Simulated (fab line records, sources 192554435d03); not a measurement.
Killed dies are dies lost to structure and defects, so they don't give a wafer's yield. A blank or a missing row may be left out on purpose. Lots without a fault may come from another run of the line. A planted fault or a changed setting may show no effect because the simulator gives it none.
Chamber matching | flow n5_finfet | N5_BEOL_M1_ETCHBACK_99 on rie_diel-03: 4 sister chambers
The step etches SiO2 in CHF3, target depth 5 nm, time 10.4 s. 22 wafers are shown with their chamber, then 11 later ones without.

WAFERS WITH THEIR CHAMBER
wafer  | chamber | showerhead_plenum_p_Torr (Torr) | throttle_valve_pct (%) | rf_vpp_V (V)
L078.4 | 3       | 2.13                            | 17.29                  | 236
L078.5 | 0       | 2.12                            | 16.98                  | 241
L078.6 | 1       | 2.28                            | 16.95                  | 255
L080.2 | 3       | 2.13                            | 17.29                  | 236
L080.3 | 1       | 2.28                            | 16.96                  | 254
L080.6 | 1       | 2.28                            | 16.98                  | 255
L083.2 | 0       | 2.11                            | 17.00                  | 240
L083.4 | 3       | 2.13                            | 17.29                  | 237
L083.6 | 1       | 2.28                            | 16.97                  | 255
L084.1 | 0       | 2.11                            | 16.98                  | 239
L084.2 | 2       | 2.26                            | 16.76                  | 243
L084.3 | 3       | 2.13                            | 17.29                  | 236
L087.1 | 1       | 2.27                            | 16.99                  | 255
L087.2 | 0       | 2.11                            | 17.00                  | 240
L087.3 | 3       | 2.13                            | 17.31                  | 236
L086.1 | 0       | 2.11                            | 17.00                  | 240
L086.5 | 3       | 2.13                            | 17.29                  | 235
L086.6 | 0       | 2.11                            | 17.01                  | 239
L089.1 | 3       | 2.13                            | 17.32                  | 236
L089.2 | 2       | 2.25                            | 16.78                  | 244
L089.5 | 2       | 2.25                            | 16.77                  | 243
L090.3 | 0       | 2.11                            | 17.02                  | 240

SIGNATURES (means of the wafers above)
reading                  | chamber 0 | chamber 1 | chamber 2 | chamber 3 | scatter within a chamber
showerhead_plenum_p_Torr | 2.1114    | 2.2780    | 2.2533    | 2.1300    | 0.00359
throttle_valve_pct       | 16.9986   | 16.9700   | 16.7700   | 17.2971   | 0.0138
rf_vpp_V                 | 239.86    | 254.80    | 243.33    | 236.00    | 0.593
Rule: a wafer's distance from a chamber is the root of the sum, over the readings, of the square of ((its reading less the chamber's mean) divided by the reading's scatter). The wafer belongs to the nearest chamber; if the next one is less than 2 further off, it can't be placed. The scatter: the root of (the sum of the squares of (reading less its chamber's mean) over the shown wafers, divided by (wafers less chambers)).

WAFERS WITHOUT THEIR CHAMBER
wafer  | showerhead_plenum_p_Torr (Torr) | throttle_valve_pct (%) | rf_vpp_V (V)
L090.5 | 2.11                            | 17.03                  | 239
L090.6 | 2.12                            | 17.34                  | 235
L092.3 | 2.25                            | 16.78                  | 244
L092.4 | 2.25                            | 16.79                  | 244
L092.5 | 2.27                            | 17.01                  | 254
L093.1 | 2.25                            | 16.79                  | 243
L093.3 | 2.11                            | 17.00                  | 240
L093.4 | 2.11                            | 17.01                  | 240
L097.3 | 2.12                            | 16.86                  | 236
L097.5 | 2.25                            | 16.81                  | 245
L097.6 | 2.27                            | 17.03                  | 253

WHICH CHAMBER EACH WENT THROUGH
wafer  | from the rows above | in truth
L090.5 | 0                   | 0
L090.6 | 3                   | 3
L092.3 | 2                   | 2
L092.4 | 2                   | 2
L092.5 | 1                   | 1
L093.1 | 2                   | 2
L093.3 | 0                   | 0
L093.4 | 0                   | 0
L097.3 | 0                   | 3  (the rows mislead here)
L097.5 | 2                   | 2
L097.6 | 1                   | 1
Placed correctly: 10 of 11. Can't be placed from these rows: 0. Placed wrongly: 1.
